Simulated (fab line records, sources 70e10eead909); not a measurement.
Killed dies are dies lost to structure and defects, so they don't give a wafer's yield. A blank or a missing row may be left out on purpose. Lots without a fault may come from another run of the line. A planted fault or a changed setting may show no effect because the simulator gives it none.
Which tool did it? | flow nand_harc | 7 lots, 21 wafers sampled, at 5 steps of a route of 1302

WHAT THE GAUGES READ, wafer by wafer
NHARC_END_SORT_01.
lot  | measured     | on        | defect_limited_yield (%)
L967 | day 31 05:47 | prober-01 | 92.0 87.9 87.9

WHICH TOOL RAN EACH LOT (tool, then ch and the chambers of the sampled wafers, then the start)
lot  | NHARC_A_M0_DEGAS_28          | NHARC_A_M0_PVD_20                       | NHARC_A_M0_ANNEAL_30             | NHARC_A_M1_SOFTBAKE_04
L955 | pvd_sputter-02, day 23 13:12 | pvd_sputter-02, day 23 13:57 or earlier | rtp_anneal-01 ch 0, day 23 13:57 | litho_track-01 ch 0, day 23 15:00
L956 | pvd_sputter-01, day 23 19:04 | pvd_sputter-01, day 23 19:52 or earlier | rtp_anneal-01 ch 0, day 23 19:52 | litho_track-04 ch 0, day 23 21:00
L958 | pvd_sputter-01, day 25 00:49 | pvd_sputter-01, day 25 01:37 or earlier | rtp_anneal-01 ch 0, day 25 01:37 | litho_track-04 ch 0, day 25 03:00
L960 | pvd_sputter-02, day 25 20:02 | pvd_sputter-02, day 25 20:45 or earlier | rtp_anneal-02 ch 0, day 25 20:45 | litho_track-01 ch 0, day 25 22:00
L966 | pvd_sputter-03, day 27 21:32 | pvd_sputter-03, day 27 22:17 or earlier | rtp_anneal-01 ch 0, day 27 22:17 | litho_track-04 ch 0, day 28 00:00
L967 | pvd_sputter-02, day 29 15:08 | pvd_sputter-02, day 29 15:55 or earlier | rtp_anneal-02 ch 0, day 29 15:55 | litho_track-01 ch 0, day 29 17:00
L975 | pvd_sputter-03, day 31 13:34 | pvd_sputter-03, day 31 14:17 or earlier | rtp_anneal-01 ch 0, day 31 14:17 | litho_track-04 ch 0, day 31 16:00
- NHARC_A_M0_DEGAS_28: time 60 s.
- NHARC_A_M0_PVD_20: deposits TaN, target thk 5 nm, time 8.06 s.
- NHARC_A_M0_ANNEAL_30: time 90 s.
- NHARC_A_M1_SOFTBAKE_04: time 55 s.

THE ANSWER, worked out from the rows above alone
Rule: what is usual is taken from the lots themselves. Put in order of their means at a reading, lots are off if they are a third of the lots or fewer, leave a main group of 4 or more, and stand apart from it by a gap of 3 or more times the standard deviation of the main group's means; of several such gaps the widest counts. A main group whose means are all the same, to the digits that the tables above print for the reading, isn't used. A lot without any number at a reading at which 4 lots or more have one is off too. The other lots that the step has rows for count as sound.
No lot is off at any reading shown: from this, nothing can be told.

WHAT THE SIMULATOR HAD PUT IN
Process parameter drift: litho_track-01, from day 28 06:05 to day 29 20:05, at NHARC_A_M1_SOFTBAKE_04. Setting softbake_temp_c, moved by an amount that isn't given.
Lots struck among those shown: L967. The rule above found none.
